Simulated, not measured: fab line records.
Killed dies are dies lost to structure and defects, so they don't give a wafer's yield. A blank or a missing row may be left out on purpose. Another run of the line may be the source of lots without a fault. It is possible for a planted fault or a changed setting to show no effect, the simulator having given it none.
Which of the tools did it? || flow nandHarc || Sampling: 12 lots, 36 wafers, 5 of 1159 route steps

## WHAT THE GAUGES READ, wafer by wafer
NHARC_END_SORT_01.
{"lot": "L161", "measured": "day 20 02:46", "on": "prober-02", "killedAtArray": "22 30 22", "killedAtOther": "2 1 1", "killedAtPeriphery": "0 5 4", "killedDies": "24 36 27", "killedOpen": "2 3 2", "killedShort": "4 0 2"}

## WHAT TOOL EACH LOT RAN ON (gives the tool, then ch and the chambers of the sampled wafers, and finally the start)
{"lot": "L160", "NHARC_P_ZERO_WELL_RTA_42": "rtpAnneal-01 ch 0, day 1 18:54", "NHARC_P_STI_ETCH_15": "rieSi-04 ch 0,2,3, day 2 14:45", "NHARC_P_GATE_DESCUM_13": "rieDiel-13 ch 2,3, day 4 04:53", "NHARC_P_GATE_DEP_103": "pecvd-04 ch 1,2, day 4 19:40"}
{"lot": "L161", "NHARC_P_ZERO_WELL_RTA_42": "rtpAnneal-01 ch 0, day 2 01:18", "NHARC_P_STI_ETCH_15": "rieSi-06 ch 0,1,2, day 2 14:57", "NHARC_P_GATE_DESCUM_13": "rieDiel-13 ch 2,3, day 4 04:46", "NHARC_P_GATE_DEP_103": "pecvd-03 ch 1,2, day 4 19:28"}
{"lot": "L163", "NHARC_P_ZERO_WELL_RTA_42": "rtpAnneal-01 ch 0, day 2 13:10", "NHARC_P_STI_ETCH_15": "rieSi-06 ch 0,1,2, day 3 02:41", "NHARC_P_GATE_DESCUM_13": "rieDiel-13 ch 0,1,3, day 4 18:14", "NHARC_P_GATE_DEP_103": "pecvd-03 ch 1,2, day 5 07:43"}
{"lot": "L164", "NHARC_P_ZERO_WELL_RTA_42": "rtpAnneal-02 ch 0, day 2 19:17", "NHARC_P_STI_ETCH_15": "rieSi-04 ch 2,3, day 3 12:23", "NHARC_P_GATE_DESCUM_13": "rieDiel-01 ch 0,2, day 5 04:23", "NHARC_P_GATE_DEP_103": "pecvd-04 ch 1,2, day 5 17:14"}
{"lot": "L172", "NHARC_P_ZERO_WELL_RTA_42": "rtpAnneal-02 ch 0, day 4 19:06", "NHARC_P_STI_ETCH_15": "rieSi-04 ch 1,2,3, day 5 12:07", "NHARC_P_GATE_DESCUM_13": "rieDiel-03 ch 0,2,3, day 7 10:40", "NHARC_P_GATE_DEP_103": "pecvd-04 ch 0,2, day 8 02:01"}
{"lot": "L173", "NHARC_P_ZERO_WELL_RTA_42": "rtpAnneal-01 ch 0, day 5 01:07", "NHARC_P_STI_ETCH_15": "rieSi-06 ch 2,3, day 5 18:51", "NHARC_P_GATE_DESCUM_13": "rieDiel-13 ch 0,1, day 7 10:26", "NHARC_P_GATE_DEP_103": "pecvd-01 ch 1,2, day 8 02:35"}
{"lot": "L174", "NHARC_P_ZERO_WELL_RTA_42": "rtpAnneal-01 ch 0, day 5 06:46", "NHARC_P_STI_ETCH_15": "rieSi-03 ch 0,2,3, day 6 00:58", "NHARC_P_GATE_DESCUM_13": "rieDiel-03 ch 2,3, day 7 10:24", "NHARC_P_GATE_DEP_103": "pecvd-04 ch 0,1,2, day 8 02:40"}
{"lot": "L175", "NHARC_P_ZERO_WELL_RTA_42": "rtpAnneal-02 ch 0, day 5 13:00", "NHARC_P_STI_ETCH_15": "rieSi-06 ch 0,1, day 6 05:32", "NHARC_P_GATE_DESCUM_13": "rieDiel-13 ch 1,2,3, day 7 10:37", "NHARC_P_GATE_DEP_103": "pecvd-01 ch 1,2, day 8 01:53"}
{"lot": "L176", "NHARC_P_ZERO_WELL_RTA_42": "rtpAnneal-01 ch 0, day 5 19:13", "NHARC_P_STI_ETCH_15": "rieSi-03 ch 0,1,3, day 6 11:51", "NHARC_P_GATE_DESCUM_13": "rieDiel-01 ch 1,2,3, day 8 00:26", "NHARC_P_GATE_DEP_103": "pecvd-03 ch 1,2, day 8 15:04"}
{"lot": "L178", "NHARC_P_ZERO_WELL_RTA_42": "rtpAnneal-01 ch 0, day 6 07:16", "NHARC_P_STI_ETCH_15": "rieSi-06 ch 1,2, day 7 00:16", "NHARC_P_GATE_DESCUM_13": "rieDiel-13 ch 0,1, day 8 18:58", "NHARC_P_GATE_DEP_103": "pecvd-01 ch 0,1,2, day 9 07:38"}
{"lot": "L181", "NHARC_P_ZERO_WELL_RTA_42": "rtpAnneal-01 ch 0, day 7 00:52", "NHARC_P_STI_ETCH_15": "rieSi-06 ch 1,3, day 7 20:00", "NHARC_P_GATE_DESCUM_13": "rieDiel-13 ch 0,1,2, day 9 11:09", "NHARC_P_GATE_DEP_103": "pecvd-04 ch 0,2, day 9 23:38"}
{"lot": "L183", "NHARC_P_ZERO_WELL_RTA_42": "rtpAnneal-01 ch 0, day 7 12:55", "NHARC_P_STI_ETCH_15": "rieSi-04 ch 1,2,3, day 8 06:52", "NHARC_P_GATE_DESCUM_13": "rieDiel-03 ch 2,3, day 9 21:13", "NHARC_P_GATE_DEP_103": "pecvd-03 ch 0,1, day 10 12:58"}
- NHARC_P_ZERO_WELL_RTA_42: time 300 s.
- NHARC_P_STI_ETCH_15: etches the open film in HBr/Cl2, target depth 300 nm, time 100.1 s.
- NHARC_P_GATE_DESCUM_13: chemistry O2, time 3 s.
- NHARC_P_GATE_DEP_103: deposits SiON, target thk 30 nm.

## WHAT THE TOOLS THEMSELVES READ (means of the sampled wafers that have a number; where no wafer has one, the mark that the record gives instead)
NHARC_P_ZERO_WELL_RTA_42.
{"lot": "L160", "tool": "rtpAnneal-01", "lampPowerPct (%)": 31, "lamp_zone_4_pct (%)": 31, "wafer_temp_C_max": 1105.5}
{"lot": "L161", "tool": "rtpAnneal-01", "lampPowerPct (%)": 31, "lamp_zone_4_pct (%)": 31, "wafer_temp_C_max": 1105.4}
{"lot": "L163", "tool": "rtpAnneal-01", "lampPowerPct (%)": 31, "lamp_zone_4_pct (%)": 31, "wafer_temp_C_max": 1104.6}
{"lot": "L164", "tool": "rtpAnneal-02", "lampPowerPct (%)": 39, "lamp_zone_4_pct (%)": 39, "wafer_temp_C_max": 1103.2}
{"lot": "L172", "tool": "rtpAnneal-02", "lampPowerPct (%)": 39, "lamp_zone_4_pct (%)": 39, "wafer_temp_C_max": 1103.8}
{"lot": "L173", "tool": "rtpAnneal-01", "lampPowerPct (%)": 31, "lamp_zone_4_pct (%)": 31, "wafer_temp_C_max": 1105.3}
{"lot": "L174", "tool": "rtpAnneal-01", "lampPowerPct (%)": 31, "lamp_zone_4_pct (%)": 31, "wafer_temp_C_max": 1106.2}
{"lot": "L175", "tool": "rtpAnneal-02", "lampPowerPct (%)": 39, "lamp_zone_4_pct (%)": 39, "wafer_temp_C_max": 1104.0}
{"lot": "L176", "tool": "rtpAnneal-01", "lampPowerPct (%)": 31, "lamp_zone_4_pct (%)": 31, "wafer_temp_C_max": 1105.5}
{"lot": "L178", "tool": "rtpAnneal-01", "lampPowerPct (%)": 31, "lamp_zone_4_pct (%)": 31, "wafer_temp_C_max": 1104.4}
{"lot": "L181", "tool": "rtpAnneal-01", "lampPowerPct (%)": 31, "lamp_zone_4_pct (%)": 31, "wafer_temp_C_max": 1106.0}
{"lot": "L183", "tool": "rtpAnneal-01", "lampPowerPct (%)": 31, "lamp_zone_4_pct (%)": 31, "wafer_temp_C_max": 1105.0}

NHARC_P_STI_ETCH_15.
{"lot": "L160", "tool": "rieSi-04", "drypumpMotorCurrentA (A)": 5.7, "oesProductAu (a.u.)": 1.000, "throttleValvePct (%)": 26.405}
{"lot": "L161", "tool": "rieSi-06", "drypumpMotorCurrentA (A)": 5.9, "oesProductAu (a.u.)": 1.010, "throttleValvePct (%)": 26.403}
{"lot": "L163", "tool": "rieSi-06", "drypumpMotorCurrentA (A)": 5.9, "oesProductAu (a.u.)": 1.007, "throttleValvePct (%)": 26.406}
{"lot": "L164", "tool": "rieSi-04", "drypumpMotorCurrentA (A)": 5.8, "oesProductAu (a.u.)": 0.997, "throttleValvePct (%)": 26.403}
{"lot": "L172", "tool": "rieSi-04", "drypumpMotorCurrentA (A)": 5.8, "oesProductAu (a.u.)": 1.003, "throttleValvePct (%)": 26.405}
{"lot": "L173", "tool": "rieSi-06", "drypumpMotorCurrentA (A)": 5.9, "oesProductAu (a.u.)": 0.994, "throttleValvePct (%)": 26.407}
{"lot": "L174", "tool": "rieSi-03", "drypumpMotorCurrentA (A)": 5.4, "oesProductAu (a.u.)": 1.002, "throttleValvePct (%)": 26.410}
{"lot": "L175", "tool": "rieSi-06", "drypumpMotorCurrentA (A)": 6.2, "oesProductAu (a.u.)": 1.010, "throttleValvePct (%)": 26.398}
{"lot": "L176", "tool": "rieSi-03", "drypumpMotorCurrentA (A)": 5.5, "oesProductAu (a.u.)": 0.988, "throttleValvePct (%)": 26.406}
{"lot": "L178", "tool": "rieSi-06", "drypumpMotorCurrentA (A)": 5.6, "oesProductAu (a.u.)": 0.998, "throttleValvePct (%)": 26.404}
{"lot": "L181", "tool": "rieSi-06", "drypumpMotorCurrentA (A)": 5.9, "oesProductAu (a.u.)": 0.989, "throttleValvePct (%)": 26.401}
{"lot": "L183", "tool": "rieSi-04", "drypumpMotorCurrentA (A)": 5.8, "oesProductAu (a.u.)": 1.003, "throttleValvePct (%)": 26.407}

NHARC_P_GATE_DESCUM_13.
{"lot": "L160", "tool": "rieDiel-13", "drypumpMotorCurrentA (A)": 5.1, "oesProductAu (a.u.)": 0.991, "rfVppV (V)": 57.2, "showerheadPlenumPTorr (Torr)": 1.78, "throttleValvePct (%)": 11.320}
{"lot": "L161", "tool": "rieDiel-13", "drypumpMotorCurrentA (A)": 5.1, "oesProductAu (a.u.)": 1.001, "rfVppV (V)": 56.7, "showerheadPlenumPTorr (Torr)": 1.78, "throttleValvePct (%)": 11.316}
{"lot": "L163", "tool": "rieDiel-13", "drypumpMotorCurrentA (A)": 5.6, "oesProductAu (a.u.)": 1.000, "rfVppV (V)": 58.2, "showerheadPlenumPTorr (Torr)": 1.88, "throttleValvePct (%)": 11.314}
{"lot": "L164", "tool": "rieDiel-01", "drypumpMotorCurrentA (A)": 6.2, "oesProductAu (a.u.)": 0.993, "rfVppV (V)": 58.3, "showerheadPlenumPTorr (Torr)": 1.96, "throttleValvePct (%)": 11.313}
{"lot": "L172", "tool": "rieDiel-03", "drypumpMotorCurrentA (A)": 5.6, "oesProductAu (a.u.)": 1.009, "rfVppV (V)": 58.0, "showerheadPlenumPTorr (Torr)": 1.95, "throttleValvePct (%)": 11.307}
{"lot": "L173", "tool": "rieDiel-13", "drypumpMotorCurrentA (A)": 6.0, "oesProductAu (a.u.)": 0.999, "rfVppV (V)": 58.1, "showerheadPlenumPTorr (Torr)": 1.95, "throttleValvePct (%)": 11.309}
{"lot": "L174", "tool": "rieDiel-03", "drypumpMotorCurrentA (A)": 5.6, "oesProductAu (a.u.)": 1.010, "rfVppV (V)": 57.2, "showerheadPlenumPTorr (Torr)": 1.93, "throttleValvePct (%)": 11.310}
{"lot": "L175", "tool": "rieDiel-13", "drypumpMotorCurrentA (A)": 5.5, "oesProductAu (a.u.)": 0.997, "rfVppV (V)": 57.9, "showerheadPlenumPTorr (Torr)": 1.85, "throttleValvePct (%)": 11.312}
{"lot": "L176", "tool": "rieDiel-01", "drypumpMotorCurrentA (A)": 5.5, "oesProductAu (a.u.)": 0.992, "rfVppV (V)": 58.1, "showerheadPlenumPTorr (Torr)": 2.04, "throttleValvePct (%)": 11.311}
{"lot": "L178", "tool": "rieDiel-13", "drypumpMotorCurrentA (A)": 6.0, "oesProductAu (a.u.)": 1.000, "rfVppV (V)": 59.2, "showerheadPlenumPTorr (Torr)": 1.95, "throttleValvePct (%)": 11.308}
{"lot": "L181", "tool": "rieDiel-13", "drypumpMotorCurrentA (A)": 5.9, "oesProductAu (a.u.)": 1.008, "rfVppV (V)": 57.8, "showerheadPlenumPTorr (Torr)": 1.88, "throttleValvePct (%)": 11.304}
{"lot": "L183", "tool": "rieDiel-03", "drypumpMotorCurrentA (A)": 5.6, "oesProductAu (a.u.)": 1.014, "rfVppV (V)": 58.1, "showerheadPlenumPTorr (Torr)": 1.92, "throttleValvePct (%)": 11.313}

NHARC_P_GATE_DEP_103.
{"lot": "L160", "tool": "pecvd-04", "heaterPowerOuterW (W)": 469, "heaterPowerW (W)": 793}
{"lot": "L161", "tool": "pecvd-03", "heaterPowerOuterW (W)": 443, "heaterPowerW (W)": 753}
{"lot": "L163", "tool": "pecvd-03", "heaterPowerOuterW (W)": 381, "heaterPowerW (W)": 674}
{"lot": "L164", "tool": "pecvd-04", "heaterPowerOuterW (W)": 457, "heaterPowerW (W)": 781}
{"lot": "L172", "tool": "pecvd-04", "heaterPowerOuterW (W)": 445, "heaterPowerW (W)": 788}
{"lot": "L173", "tool": "pecvd-01", "heaterPowerOuterW (W)": 432, "heaterPowerW (W)": 715}
{"lot": "L174", "tool": "pecvd-04", "heaterPowerOuterW (W)": 422, "heaterPowerW (W)": 741}
{"lot": "L175", "tool": "pecvd-01", "heaterPowerOuterW (W)": 482, "heaterPowerW (W)": 785}
{"lot": "L176", "tool": "pecvd-03", "heaterPowerOuterW (W)": 450, "heaterPowerW (W)": 761}
{"lot": "L178", "tool": "pecvd-01", "heaterPowerOuterW (W)": 477, "heaterPowerW (W)": 785}
{"lot": "L181", "tool": "pecvd-04", "heaterPowerOuterW (W)": 439, "heaterPowerW (W)": 764}
{"lot": "L183", "tool": "pecvd-03", "heaterPowerOuterW (W)": 471, "heaterPowerW (W)": 834}

## THE ANSWER, worked out from the rows above alone
Rule: usual is defined by the lots themselves. The widest of any qualifying gaps counts: lots, ordered by their means at a reading, are off when they make up no more than a third of the lots, leave a main group of 4 or more, and stand apart from it by 3 or more times the standard deviation of that group's means. The tables above print the reading to a certain number of digits; a main group whose means all agree to those digits is not used. Also off: a lot with no number at a reading for which 4 or more lots have one. Any other lot the step has rows for is counted as sound. Order of review: gauges by route order, followed by the tools' own readings, for which a lot's mean as printed above is used. The first step at which some lot is off is used, and at that step the reading that is off furthest; a lot without a number counts as furthest.
None of the lots is off at any reading shown; this tells nothing.

## WHAT THE SIMULATOR PUT IN
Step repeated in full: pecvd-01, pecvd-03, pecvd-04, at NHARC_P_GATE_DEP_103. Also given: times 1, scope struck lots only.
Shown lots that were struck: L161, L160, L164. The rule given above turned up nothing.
